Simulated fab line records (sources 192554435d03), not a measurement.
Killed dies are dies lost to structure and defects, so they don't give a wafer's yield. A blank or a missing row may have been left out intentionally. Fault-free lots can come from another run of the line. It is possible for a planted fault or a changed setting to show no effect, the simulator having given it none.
Split-lot study    flow n5_finfet    on a route of 1938 steps: 7 lots, 37 wafers read

## THE SPLIT ITSELF
At N5_BEOL_M8_TRENCH_ETCH_37 (etches SiCOH lowk in C4F6/O2, target depth 93.478 nm, time 31.2 s), the setting target_depth_a was moved away from the recipe's 934.78 angstrom on 14 of the 37 wafers read, by -48.8% to +45.4%. This setting was run at the recipe's value on the other wafers.

## FROM THE SPLIT TO THE READING: what the file shows between them, 8 steps
- N5_BEOL_M8_ETCH_41: etches SiCN in CH3F/O2, target depth 31.9 nm, time 57.8 s
- N5_BEOL_M8_STRIP_80: strips in N2/H2, time 10 s
- N5_BEOL_M8_OCD_MEAS_38
- N5_BEOL_M8_HM_STRIP_39: strips TiN in peroxide tin strip, target depth 25 nm, time 158 s
- N5_BEOL_M8_SRD_40: time 30 s
- N5_BEOL_M8_ECD_50: material Cu, target thk 300 nm
- N5_BEOL_M8_ANNEAL_51: time 90 s
- N5_BEOL_M8_CMP_52: polishes, stops on SiCOH lowk, t overpolish 6.9 s, target thk 80 nm

## THE READING
M8_THK, in nm, at N5_BEOL_M8_THK_MEAS_53 (measures by xrf). A value of 82 nm with a standard deviation of 3.1 nm is what fault-free wafers of this fab line usually give.

wafer   tool, chamber at the split  target_depth_a as run, angstrom  against the recipe  M8_THK, nm  against lot-mates on the recipe
L075.1  rie_diel-05, 2              1359                             +45.4%              121         +40
L075.2  rie_diel-05, 0              934.78                           recipe              79          -
L075.3  rie_diel-05, 1              1359                             +45.4%              130         +49
L075.4  rie_diel-05, 3              1359                             +45.4%              123         +42
L075.5  rie_diel-05, 1              934.78                           recipe              83          -
L075.6  rie_diel-05, 0              934.78                           recipe              80          -
L076.1  rie_diel-03, 0              934.78                           recipe              79          -
L076.2  rie_diel-03, 1              934.78                           recipe              80          -
L076.3  rie_diel-03, 3              934.78                           recipe              85          -
L076.4  rie_diel-03, 2              934.78                           recipe              79          -
L076.5  rie_diel-03, 3              934.78                           recipe              87          -
L076.6  rie_diel-03, 0              934.78                           recipe              77          -
L081.1  rie_diel-05, 1              478.8                            -48.8%              35          -44
L081.2  rie_diel-05, 3              478.8                            -48.8%              35          -44
L081.3  rie_diel-05, 0              934.78                           recipe              80          -
L081.4  rie_diel-05, 2              934.78                           recipe              80          -
L081.5  rie_diel-05, 2              934.78                           recipe              76          -
L081.6  rie_diel-05, 1              478.8                            -48.8%              35          -44
L082.1  rie_diel-03, 1              1310                             +40.1%              115         +33
L082.2  rie_diel-03, 0              934.78                           recipe              82          -
L082.3  rie_diel-03, 3              1310                             +40.1%              126         +44
L082.4  rie_diel-03, 3              934.78                           recipe              85          -
L082.5  rie_diel-03, 0              1310                             +40.1%              118         +36
L082.6  rie_diel-03, 1              934.78                           recipe              79          -
L086.1  rie_diel-04, 3              934.78                           recipe              85          -
L086.2  rie_diel-04, 2              1244                             +33.1%              118         +33
L086.3  rie_diel-04, 1              1244                             +33.1%              114         +29
L086.4  rie_diel-04, 0              934.78                           recipe              84          -
L086.5  rie_diel-04, 1              1244                             +33.1%              113         +28
L086.6  rie_diel-04, 2              934.78                           recipe              85          -
L092.1  rie_diel-03, 1              934.78                           recipe              83          -
L092.2  rie_diel-03, 0              934.78                           recipe              82          -
L092.6  rie_diel-03, 3              934.78                           recipe              88          -
L095.1  rie_diel-04, 0              934.78                           recipe              84          -
L095.2  rie_diel-04, 1              934.78                           recipe              83          -
L095.3  rie_diel-04, 3              1157                             +23.8%              108         +24
L095.5  rie_diel-04, 0              1157                             +23.8%              105         +22

FIT RESULTS
A straight line over all 37 wafers: M8_THK changes by +0.96 nm for each +1% of target_depth_a; r = +0.99; the points scatter about the line by 3.2 nm.
The same after taking each lot's own level away (the mean of its wafers on the recipe; 37 wafers): +0.928 nm for each +1%; r = +0.99; scatter 2.8 nm.
According to that fit, moving target_depth_a by its largest amount changes the reading by 45 nm.
Across the lots, their own levels run from 78.7 to 84.7 nm, a range of 1.9 times the standard deviation given above.
The two slopes are in agreement: the lot-to-lot level therefore moves the slope only a little.
Check: -45.2 nm against its lot-mates is what the line predicts for one of the wafers moved furthest among these (-48.8%) when that wafer is left out of the fit. Against them it came out at -43.7 nm.

## THE WHOLE CHAIN: every reading that the file lists as answering this split, in the file's order
step                       what it does                                                         reading                                                                           change (the file's fit)                                                               r (the file's)
N5_BEOL_M8_TRENCH_ETCH_37  etches SiCOH lowk in C4F6/O2, target depth 93.478 nm, time 31.2 s    etch.depth_nm (the simulator's own value, which no gauge read)                    +0.904 nm for each +1% of the setting                                                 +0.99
N5_BEOL_M8_TRENCH_ETCH_37  etches SiCOH lowk in C4F6/O2, target depth 93.478 nm, time 31.2 s    BEOL_M8.feature_depth_nm (the simulator's own value, which no gauge read)         +0.904 nm for each +1% of the setting                                                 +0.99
N5_BEOL_M8_TRENCH_ETCH_37  etches SiCOH lowk in C4F6/O2, target depth 93.478 nm, time 31.2 s    TiN_of_BEOL_M8_HM_DEP_02.thk_nm (the simulator's own value, which no gauge read)  -0.0243 nm for each +1% of the setting                                                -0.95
N5_BEOL_M8_OCD_MEAS_38                                                                          trench_depth_nm                                                                   +0.901 nm for each +1% of the setting                                                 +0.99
N5_BEOL_M8_CMP_52          polishes, stops on SiCOH lowk, t overpolish 6.9 s, target thk 80 nm  Cu_of_BEOL_M8_ECD_50.thk_nm (the simulator's own value, which no gauge read)      +0.904 nm for each +1% of the setting                                                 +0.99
N5_BEOL_M8_THK_MEAS_53     measures by xrf                                                      M8_THK                                                                            +0.93 for each +1% of the setting                                                     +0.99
N5_BEOL_M8_RS_MEAS_57      measures by four-point-probe                                         M8_RS                                                                             not straight: 0.823 at the lowest setting, 0.286 at the recipe, 0.178 at the highest  not given

## THE FILE'S OWN FIT
M8_THK changes by +0.93 nm for each +1% of target_depth_a, r = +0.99.
